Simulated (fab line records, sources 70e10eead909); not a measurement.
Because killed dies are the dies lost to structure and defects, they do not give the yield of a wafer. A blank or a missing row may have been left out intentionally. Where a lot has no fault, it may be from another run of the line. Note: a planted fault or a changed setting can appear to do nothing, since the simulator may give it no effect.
Matching of chambers | flow nandHarc | 4 sister chambers for NHARC_P_ZERO_WELL_DESCUM_13 on rieDiel-13
The step chemistry O2, time 3 s. 7 wafers are shown with their chamber, then 7 later ones without.

WAFERS PAIRED WITH THEIR CHAMBERS
wafer  | chamber | rfVppV (V) | oesProductAu (a.u.)
L077.5 | 1       | 60.3       | 1.002
L077.6 | 3       | 59.4       | 1.008
L083.2 | 3       | 58.2       | 1.011
L083.3 | 1       | 57.9       | 1.001
L083.4 | 0       | 57.4       | 1.003
L085.1 | 2       | 59.2       | 1.011
L085.5 | 0       | 56.8       | 1.005

WAFERS MISSING THEIR CHAMBER
wafer  | rfVppV (V) | oesProductAu (a.u.)
L085.6 | 58.7       | 1.016
L092.1 | 59.5       | 1.001
L092.4 | 58.4       | 1.001
L092.6 | 58.1       | 0.994
L097.2 | 57.8       | 1.003
L097.3 | 58.2       | 0.997
L097.5 | 56.2       | 1.013

CHAMBER TAKEN BY EACH
wafer  | from the rows above     | in truth
L085.6 | can't be placed: 2 or 3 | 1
L092.1 | 1                       | 1
L092.4 | can't be placed: 1 or 0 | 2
L092.6 | can't be placed: 1 or 0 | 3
L097.2 | can't be placed: 0 or 1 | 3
L097.3 | can't be placed: 1 or 0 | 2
L097.5 | can't be placed: 2 or 3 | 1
1 of 7 placed correctly. These rows do not allow placing 6 (true chamber among the candidates in 0). Placed wrongly: 0.
How it was worked out, from the rows above alone: a wafer's distance from a chamber is the root of the sum, over the readings, of the square of ((its reading less the chamber's mean) divided by the reading's scatter). The wafer belongs to the nearest chamber; if the next one is less than 2 further off, it can't be placed. A chamber's mean is the mean of its shown wafers. How the scatter is found: for the shown wafers, subtract from each reading the mean of its chamber, square and add these, divide the total by (wafers less chambers), then take the root.
